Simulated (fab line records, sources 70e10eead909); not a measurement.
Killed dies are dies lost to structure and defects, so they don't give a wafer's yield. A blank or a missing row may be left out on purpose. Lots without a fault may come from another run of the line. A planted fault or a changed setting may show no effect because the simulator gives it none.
fab line records | flow nand_harc
record lots=13 wafers=39 last_day=24
route steps=1159 shown P_GATE@113 P_M1@300 END@1159
lots that met no fault: from a run of the same line without faults
start_h: hours from the record's first day to the start of the lot's first wafer shown | wait_h: hours since the lot's step before | " the same as in the row above | L1.1+2: a row that stands for several wafers | - no value, or no start given | * or withheld: withheld | < > ~ a bound
route shown NAME@n: a module of which the file shows steps, and the number in the route of the first | usual: mean/standard deviation of fault-free wafers | same: alike in all rows | chamber/n: place in a boat | sites: the reading at each site | _std_site: their standard deviation | _edge_site: outer sites' mean less inner sites' | radius_mm: how far each site lies from the wafer's centre | mask NAME#n: copy n | behind: the tool/chamber that last shaped the wafer | hold: why the lot was held/for how many hours/how that ended | device: the transistor (n, p or np) that didn't switch | end of line: the same wafers' tests at the end of the route | a step without rows: its recipe alone | killed: dies lost to structure and defects at the first sort, not the wafer's yield | map: a wafer's dies, x killed, . not, _ none there
set.NAME: the setting as run; set.NAME@STEP: as run at that earlier step | model.NAME: the simulator's own value behind a step, which no gauge read
steps of the route over a sample of lots; a table a step, a row a wafer
services: from which hour (start_h, from the record's first day; less than 0 if before it) a tool's chamber was out of use, for how many hours, and why
## steps
# step NHARC_P_GATE_OXIDE_02
# recipe target_thk_a=375 temp_c=950 p_h2o_torr=720 ox_time_s=365 material=SiO2
# usual spike_tc_lower_C=949.8/1 spike_tc_top_C=959.9/2.1
# columns lot.wafer tool chamber start_h wait_h spike_tc_lower_C spike_tc_top_C
L427.1 furnace-06 0 70.48 - 948.5 961.3
L427.4 " 0 " " 947.3 960.4
L427.6 " 0 " " 948.7 960.2
L428.1 furnace-03 0 88.22 - 950.4 958.7
L428.4 " 0 " " 949.5 957.7
L428.6 " 0 " " 949.0 958.2
L430.2 furnace-03 0 88.22 - 949.5 957.8
L430.4 " 0 " " 948.3 956.9
L430.6 " 0 " " 949.8 958.0
L431.3 furnace-03 0 99.11 - 950.6 958.1
L431.4 " 0 " " 948.2 957.9
L431.5 " 0 " " 949.6 957.0
L432.3 furnace-03 0 99.11 - 949.9 954.6
L432.4 " 0 " " 949.4 958.9
L432.6 " 0 " " 949.4 958.6
L441.1 furnace-06 0 164.27 - 948.2 961.1
L441.4 " 0 " " 951.2 961.9
L441.5 " 0 " " 949.1 960.5
L442.1 furnace-06 0 164.27 - 949.9 962.2
L442.2 " 0 " " 947.6 959.7
L442.5 " 0 " " 950.4 958.5
L443.3 furnace-05 0 172.24 - 949.7 963.5
L443.4 " 0 " " 949.7 961.5
L443.5 " 0 " " 949.8 962.8
L444.3 furnace-03 0 178.69 - 949.7 958.6
L444.4 " 0 " " 950.2 957.1
L444.6 " 0 " " 949.8 958.6
L445.3 furnace-03 0 178.69 - 949.8 960.1
L445.5 " 0 " " 952.1 958.6
L445.6 " 0 " " 949.3 957.8
L446.2 furnace-06 0 193.55 - 948.9 961.1
L446.3 " 0 " " 947.8 958.8
L446.4 " 0 " " 949.3 960.4
L447.3 furnace-06 0 193.55 - 948.6 962.1
L447.4 " 0 " " 947.3 959.5
L447.6 " 0 " " 949.8 961.5
L449.3 furnace-03 0 208.43 - 950.5 958.6
L449.5 " 0 " " 950.5 957.9
L449.6 " 0 " " 949.4 956.6
# step NHARC_P_GATE_INSPECT_28
# usual raw_defect_count=6/3.1
# columns lot.wafer tool chamber start_h wait_h raw_defect_count
L427.1 defect_inspect-02 - 89.39 0.0 6
L427.4 " - " " 6
L427.6 " - " " 9
L430.2 defect_inspect-01 - 107.59 0.0 10
L430.4 " - " " 3
L430.6 " - " " 7
L428.1 defect_inspect-01 - 108.24 0.0 6
L428.4 " - " " 8
L428.6 " - " " 14
L432.3 defect_inspect-02 - 119.08 0.0 316
L432.4 " - " " 306
L432.6 " - " " 307
L431.3 defect_inspect-02 - 119.93 0.0 335
L431.4 " - " " 323
L431.5 " - " " 310
L441.1 defect_inspect-01 - 185.14 0.0 5
L441.4 " - " " 5
L441.5 " - " " 4
L442.1 defect_inspect-02 - 185.37 0.0 8
L442.2 " - " " 3
L442.5 " - " " 0
L443.3 defect_inspect-02 - 192.19 0.0 8
L443.4 " - " " 7
L443.5 " - " " 3
L445.3 defect_inspect-01 - 197.47 0.0 4
L445.5 " - " " 10
L445.6 " - " " 8
L444.3 defect_inspect-02 - 197.62 0.0 5
L444.4 " - " " 9
L444.6 " - " " 6
L446.2 defect_inspect-02 - 212.45 0.0 14
L446.3 " - " " 11
L446.4 " - " " 15
L447.3 defect_inspect-02 - 212.60 0.0 7
L447.4 " - " " 4
L447.6 " - " " 9
L449.3 defect_inspect-01 - 227.78 0.1 13
L449.5 " - " " 4
L449.6 " - " " 6
# step NHARC_P_GATE_INSPECT_68
# usual raw_defect_count=199/74
# columns lot.wafer tool chamber start_h wait_h raw_defect_count
L427.1 defect_inspect-02 - 108.24 0.2 148
L427.4 " - " " 148
L427.6 " - " " 267
L430.2 defect_inspect-01 - 128.57 0.1 109
L430.4 " - " " 217
L430.6 " - " " 164
L428.1 defect_inspect-02 - 132.85 0.2 151
L428.4 " - " " 279
L428.6 " - " " 236
L432.3 defect_inspect-01 - 137.98 0.1 473
L432.4 " - " " 549
L432.6 " - " " 469
L431.3 defect_inspect-01 - 138.70 0.1 432
L431.4 " - " " 631
L431.5 " - " " 467
L441.1 defect_inspect-01 - 203.36 0.2 102
L441.4 " - " " 172
L441.5 " - " " 197
L442.1 defect_inspect-01 - 204.09 0.2 311
L442.2 " - " " 231
L442.5 " - " " 184
L443.3 defect_inspect-02 - 210.90 0.1 269
L443.4 " - " " 150
L443.5 " - " " 166
L445.3 defect_inspect-02 - 216.11 0.1 252
L445.5 " - " " 243
L445.6 " - " " 165
L444.3 defect_inspect-01 - 216.29 0.1 265
L444.4 " - " " 294
L444.6 " - " " 244
L446.2 defect_inspect-02 - 231.02 0.1 99
L446.3 " - " " 111
L446.4 " - " " 119
L447.3 defect_inspect-02 - 231.68 0.1 87
L447.4 " - " " 155
L447.6 " - " " 162
L449.3 defect_inspect-01 - 246.60 0.1 177
L449.5 " - " " 146
L449.6 " - " " 208
# step NHARC_P_M1_ETCH_15
# recipe target_depth_a=1825 time_s=91.2 c4f8_flow_sccm=withheld ar_flow_sccm=400 rf_w=600 bias_w=300 chemistry=C4F8/Ar
# usual oes_product_au=0.953/0.023 rf_vpp_V=440.9/2.6
# columns lot.wafer tool chamber start_h wait_h oes_product_au rf_hours_counter_h rf_vpp_V
L427.4 rie_diel-13 3 - - 0.965 0.3 442.6
L427.1 " 1 " " 0.918 0.4 440.2
L427.6 " 0 " " 0.947 - 443.4
L430.4 rie_diel-13 3 - - 0.969 0.9 442.3
L430.2 " 0 " " 0.959 0.9 442.6
L430.6 " 1 " " 0.943 - 439.5
L428.1 rie_diel-13 1 - - 0.951 1.0 437.7
L428.4 " 2 " " 0.958 1.0 444.4
L428.6 " 0 " " 0.948 - 443.1
L432.4 rie_diel-13 3 - - 0.976 1.2 442.0
L432.3 " 0 " " 0.959 1.2 442.2
L432.6 " 2 " " 0.959 - 445.7
L431.4 rie_diel-01 2 - - 0.945 0.1 440.7
L431.3 " 0 " " 0.972 0.2 441.7
L431.5 " 2 " " 0.937 - 440.6
L441.1 rie_diel-13 3 - - 0.962 2.7 441.5
L441.4 " 0 " " 0.942 2.7 442.6
L441.5 " 1 " " 0.957 - 438.1
L442.1 rie_diel-13 0 - - 0.899 2.8 442.0
L442.2 " 3 " " 0.921 2.8 441.2
L442.5 " 0 " " 0.907 - 444.0
L443.4 rie_diel-01 2 - - 0.963 4.0 439.9
L443.3 " 1 " " 0.941 4.6 438.3
L443.5 " 2 " " 0.961 - 441.6
L445.3 rie_diel-08 1 - - 0.978 6.9 439.0
L445.6 " 1 " " 0.984 - 437.9
L445.5 " 2 " " 0.971 - 436.7
L444.4 rie_diel-01 0 - - 0.978 5.4 440.9
L444.3 " 3 " " 0.967 5.2 439.0
L444.6 " 0 " " 0.974 - 442.7
L446.2 rie_diel-13 3 - - 0.965 3.4 441.2
L446.4 " 1 " " 0.951 3.2 439.6
L446.3 " 2 " " 0.967 3.2 445.4
L447.4 rie_diel-08 0 - - 0.983 7.8 443.0
L447.3 " 1 " " 0.981 8.0 440.2
L447.6 " 2 " " 0.973 - 436.1
L449.3 rie_diel-01 0 - - 0.946 7.9 442.7
L449.6 " 3 " " 0.928 - 439.4
L449.5 " 0 " " 0.946 - 441.7
# step NHARC_P_M1_CD_MEAS_16
# usual cd_nm=130.2/0.93
# columns lot.wafer tool chamber start_h wait_h cd_nm
L427.1 cd_sem-01 - 123.89 - 129.9
L427.4 " - " " 130.4
L427.6 " - " " 128.9
L430.2 cd_sem-03 - 142.05 - 131.5
L430.4 " - " " 130.0
L430.6 " - " " 129.6
L428.1 cd_sem-01 - 145.70 - 130.0
L428.4 " - " " 129.5
L428.6 " - " " 128.7
L432.3 cd_sem-02 - 148.82 - 130.7
L432.4 " - " " 130.9
L432.6 " - " " 131.0
L431.3 cd_sem-02 - 149.58 - 129.9
L431.4 " - " " 130.3
L431.5 " - " " 130.8
L441.1 cd_sem-02 - 219.00 - 129.8
L441.4 " - " " 128.9
L441.5 " - " " 130.9
L442.1 cd_sem-02 - 219.56 - 130.0
L442.2 " - " " 130.9
L442.5 " - " " 130.2
L443.3 cd_sem-01 - 225.98 - 130.7
L443.4 " - " " 130.3
L443.5 " - " " 129.4
L445.3 cd_sem-03 - 226.33 - 131.0
L445.5 " - " " 131.8
L445.6 " - " " 130.3
L444.3 cd_sem-02 - 226.67 - 130.2
L444.4 " - " " 130.9
L444.6 " - " " 130.0
L446.2 cd_sem-02 - 241.30 - 130.4
L446.3 " - " " 130.3
L446.4 " - " " 131.4
L447.3 cd_sem-02 - 243.68 - 129.7
L447.4 " - " " 130.6
L447.6 " - " " 131.3
L449.3 cd_sem-01 - 260.09 - 130.2
L449.5 " - " " 130.6
L449.6 " - " " 130.3
# step NHARC_END_SORT_01
# recipe temp_c=25
# usual killed_at_array=26/11 killed_at_other=0.6/1 killed_at_periphery=3.1/2.1 killed_dies=30/11 killed_open=3.4/1.8 killed_short=2.1/1.5
# same gross_dies=677
# columns lot.wafer tool chamber start_h wait_h killed_at_array killed_at_other killed_at_periphery killed_dies killed_open killed_short
L431.3 prober-02 0 466.75 3.1 13 0 246 259 3 3
L431.4 prober-02 0 467.55 3.4 17 0 244 261 4 1
L431.5 prober-02 0 468.35 3.7 18 0 240 258 2 1
L432.3 prober-01 0 496.12 3.1 28 0 247 275 0 2
L432.4 prober-01 0 496.91 3.4 23 0 232 255 4 0
L432.6 prober-01 0 498.50 4.0 24 0 237 261 4 2
# killed by level:class
L431.3 P_GATE:unspecified=242 A_SLIT:chamber_film_flake=7 A_CONTACT:geometric_particle:open=2 P_M1:chamber_film_flake=2 P_M1:geometric_particle:short=1 A_CHANNEL_HOLE_D1:geometric_particle:open=1 A_CHANNEL_FILL_D1:geometric_particle:short=1 A_M1:geometric_particle:short=1
L431.4 P_GATE:unspecified=238 A_SLIT:chamber_film_flake=8 P_BONDPAD:chamber_film_flake=3 A_CHANNEL_HOLE_D1:chamber_film_flake=3 A_SGD_CUT:geometric_particle:open=2 P_ZERO_WELL:chamber_film_flake=2 P_CONTACT:geometric_particle:open=1 A_CHANNEL_FILL_D1:geometric_particle:short=1
L431.5 P_GATE:unspecified=236 A_SLIT:chamber_film_flake=7 A_CHANNEL_HOLE_D1:chamber_film_flake=5 P_ZERO_WELL:chamber_film_flake=2 A_CONTACT:chamber_film_flake=2 A_CHANNEL_HOLE_D1:geometric_particle:short=1 A_CHANNEL_HOLE_D1:geometric_particle:open=1 A_CHANNEL_FILL_D1:geometric_particle:open=1
L432.3 P_GATE:unspecified=247 A_CHANNEL_HOLE_D1:chamber_film_flake=14 A_SGD_CUT:chamber_film_flake=7 A_CONTACT:chamber_film_flake=3 A_STAIRCASE:chamber_film_flake=2 A_CHANNEL_FILL_D1:geometric_particle:short=1 A_M0:geometric_particle:short=1
L432.4 P_GATE:unspecified=230 A_CHANNEL_HOLE_D1:chamber_film_flake=9 A_SGD_CUT:chamber_film_flake=7 A_CONTACT:chamber_film_flake=3 A_BLC:geometric_particle:open=2 P_BONDPAD:chamber_film_flake=2 A_CHANNEL_FILL_D1:geometric_particle:open=1 A_M0:geometric_particle:open=1
L432.6 P_GATE:unspecified=234 A_CHANNEL_HOLE_D1:chamber_film_flake=13 A_SGD_CUT:chamber_film_flake=4 A_CONTACT:chamber_film_flake=2 P_STI:geometric_particle:open=1 P_M1:geometric_particle:open=1 A_ONON_D1:geometric_particle:open=1 A_WL_FILL:geometric_particle:short=1
## services
# columns tool chamber start_h hours kind
rie_diel-13 0 53.50 - clean
rie_diel-13 1 53.50 - clean
rie_diel-13 2 53.50 - clean
rie_diel-08 2 56.44 9.9 repair
rie_diel-08 0 84.89 7.4 repair
rie_diel-13 0 91.86 15.1 repair
rie_diel-13 - 96.00 0.3 repair
rie_diel-13 - 99.00 9.0 pm
rie_diel-08 0 101.31 3.7 repair
rie_diel-01 0 108.72 17.7 repair
rie_diel-08 - 124.81 9.0 pm
rie_diel-01 - 134.60 1.0 repair
rie_diel-01 - 137.80 9.0 pm
rie_diel-13 - 144.04 0.3 repair
rie_diel-01 2 151.45 9.2 repair
rie_diel-13 - 171.83 0.7 repair
furnace-03 - 191.22 6.1 repair
furnace-06 - 198.83 26.0 pm
rie_diel-08 1 205.09 8.1 repair
rie_diel-08 3 208.89 9.3 repair
rie_diel-08 3 229.92 1.3 repair
rie_diel-13 - 232.58 0.3 repair
rie_diel-08 0 240.69 1.9 repair
rie_diel-13 2 250.93 8.0 repair
## key
first_sign step=NHARC_P_GATE_INSPECT_28 reading=raw_defect_count direction=up sigmas=99+ usual=6 struck=316
effect step=NHARC_P_GATE_INSPECT_68 reading=raw_defect_count direction=up sigmas=4.1 usual=199 struck=504
effect step=NHARC_END_SORT_01 reading=killed_at_periphery direction=up sigmas=99+ usual=3.1 struck=241
more_kills_born_at NHARC_P_GATE_OXIDE_02@furnace-03=1427
met_at NHARC_P_GATE_OXIDE_02
struck_lots L431,L432
tester_left_out L431,L432
not_acting_at NHARC_P_M1_ETCH_15,NHARC_P_M1_CD_MEAS_16
onset_between 88.22 99.11
fault kind=chamber_particle_source tool=furnace-03 chamber=- onset_h=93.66 steps=NHARC_P_GATE_OXIDE_02 rate_per_visit_cm2=0.47539 end_h=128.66
# tester_left_out: of these lots the tester's yield and bins aren't shown, on N5 and GAA mostly nor the transistor test; their killed dies are dies lost to structure and defects alone, not to doping, threshold or leakage, so they don't give the yield
